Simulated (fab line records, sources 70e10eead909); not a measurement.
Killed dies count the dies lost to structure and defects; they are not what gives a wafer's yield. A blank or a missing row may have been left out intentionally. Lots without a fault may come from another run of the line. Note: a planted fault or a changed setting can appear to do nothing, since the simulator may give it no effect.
Matching of chambers | flow nand harc | NHARC_P_GATE_STRIP_67 on wet bench-06: 7 sister chambers
The step strips in SPM, time 600 s. 16 wafers are shown with their chamber, then 6 later ones without.

== EACH WAFER AND ITS CHAMBER ==
wafer  | chamber | bath guard temp C (C) | temp c (C)
L547.1 | 1       | 130.0                 | 129.95
L547.2 | 5       | 129.4                 | 130.05
L547.5 | 4       | 130.0                 | 129.96
L563.2 | 4       | 129.7                 | 129.97
L563.3 | 3       | 130.5                 | 130.20
L563.5 | 1       | 129.8                 | 129.93
L564.1 | 4       | 130.1                 | 129.96
L564.5 | 5       | 129.5                 | 129.87
L564.6 | 0       | 130.3                 | 130.24
L565.1 | 0       | 130.0                 | 129.79
L565.5 | 6       | 129.3                 | 129.98
L565.6 | 2       | 130.2                 | 129.86
L566.1 | 5       | 129.5                 | 129.81
L566.2 | 0       | 130.3                 | 129.85
L566.3 | 6       | 129.8                 | 130.17
L567.2 | 5       | 129.4                 | 129.95

SIGNATURES (means of the wafers above)
reading           | chamber 0 | chamber 1 | chamber 2 | chamber 3 | chamber 4 | chamber 5 | chamber 6 | scatter within a chamber
bath guard temp C | 130.200   | 129.900   | 130.200   | 130.500   | 129.933   | 129.450   | 129.550   | 0.183
temp c            | 129.9600  | 129.9400  | 129.8600  | 130.2000  | 129.9633  | 129.9200  | 130.0750  | 0.137
Rule: distance of a wafer from a chamber = root of the sum over the readings of ((wafer's reading minus chamber's mean) / reading's scatter) squared. The wafer belongs to the nearest chamber; if the next one is less than 2 further off, it can't be placed. The scatter: take each reading less its chamber's mean, square it, sum over the shown wafers, divide by the number of wafers less the number of chambers, and take the root.

== WAFERS MISSING THEIR CHAMBER ==
wafer  | bath guard temp C (C) | temp c (C)
L567.4 | 129.7                 | 130.15
L567.5 | 129.3                 | 129.91
L569.1 | 130.5                 | 129.98
L569.3 | 129.9                 | 130.10
L570.1 | 129.4                 | 129.99
L570.2 | 129.2                 | 130.05

== EACH ONE'S CHAMBER ==
wafer  | from the rows above                         | in truth
L567.4 | can't be placed: 6 or 4 or 1 or 5           | 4
L567.5 | can't be placed: 5 or 6                     | 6
L569.1 | can't be placed: 3 or 0 or 2 or 4 or 1      | 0
L569.3 | can't be placed: 4 or 1 or 6 or 0 or 2 or 5 | 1
L570.1 | can't be placed: 5 or 6                     | 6
L570.2 | can't be placed: 5 or 6                     | 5
Placed correctly: 0 of 6. Cannot be placed on the basis of these rows: 6; the candidates contain the true chamber in 6. Wrongly placed: 0.
